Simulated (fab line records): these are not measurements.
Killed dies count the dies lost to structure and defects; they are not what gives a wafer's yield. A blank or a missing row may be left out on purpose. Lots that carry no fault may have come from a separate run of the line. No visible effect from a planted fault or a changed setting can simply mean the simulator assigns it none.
Chamber matching    flow n5 finfet    N5_BEOL_M13_DEP_53 on pecvd-04: 3 sister chambers
The step deposits SiCN from 3MS/NH3, target thk 50 nm, time 17.8 s. 6 wafers are shown with their chamber, then 10 later ones without.

== EACH WAFER AND ITS CHAMBER ==
wafer   chamber  showerhead plenum p Torr (Torr)  throttle valve pct (%)
L089.5  1        4.118                            18.5
L091.1  2        4.168                            17.5
L091.2  1        4.122                            18.7
L091.3  0        4.136                            18.3
L091.4  0        4.148                            18.5
L091.5  2        4.166                            17.2

== WAFERS WITHOUT THEIR CHAMBER ==
wafer   showerhead plenum p Torr (Torr)  throttle valve pct (%)
L091.6  4.115                            19.0
L087.1  4.163                            17.4
L087.2  4.132                            18.3
L087.3  4.130                            18.9
L087.4  4.109                            18.9
L087.5  4.145                            18.7
L087.6  4.152                            17.5
L088.1  4.118                            19.1
L088.5  4.123                            19.1
L088.6  4.148                            18.6

== THE CHAMBER EACH PASSED THROUGH ==
wafer   from the rows above      in truth
L091.6  1                        1
L087.1  2                        2
L087.2  can't be placed: 0 or 1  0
L087.3  can't be placed: 1 or 0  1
L087.4  1                        1
L087.5  0                        0
L087.6  2                        2
L088.1  1                        1
L088.5  1                        1
L088.6  0                        0
Correctly placed: 8 of 10. Can't be placed from these rows: 2 (the true chamber is among the candidates in 2). Number placed wrongly: 0.
How it was worked out, from the rows above alone: a wafer's distance from a chamber is the root of the sum, over the readings, of the square of ((its reading less the chamber's mean) divided by the reading's scatter). The wafer belongs to the nearest chamber; if the next one is less than 2 further off, it can't be placed. For every chamber, the mean is computed from those of its wafers that are shown. How the scatter is found: for the shown wafers, subtract from each reading the mean of its chamber, square and add these, divide the total by (wafers less chambers), then take the root.
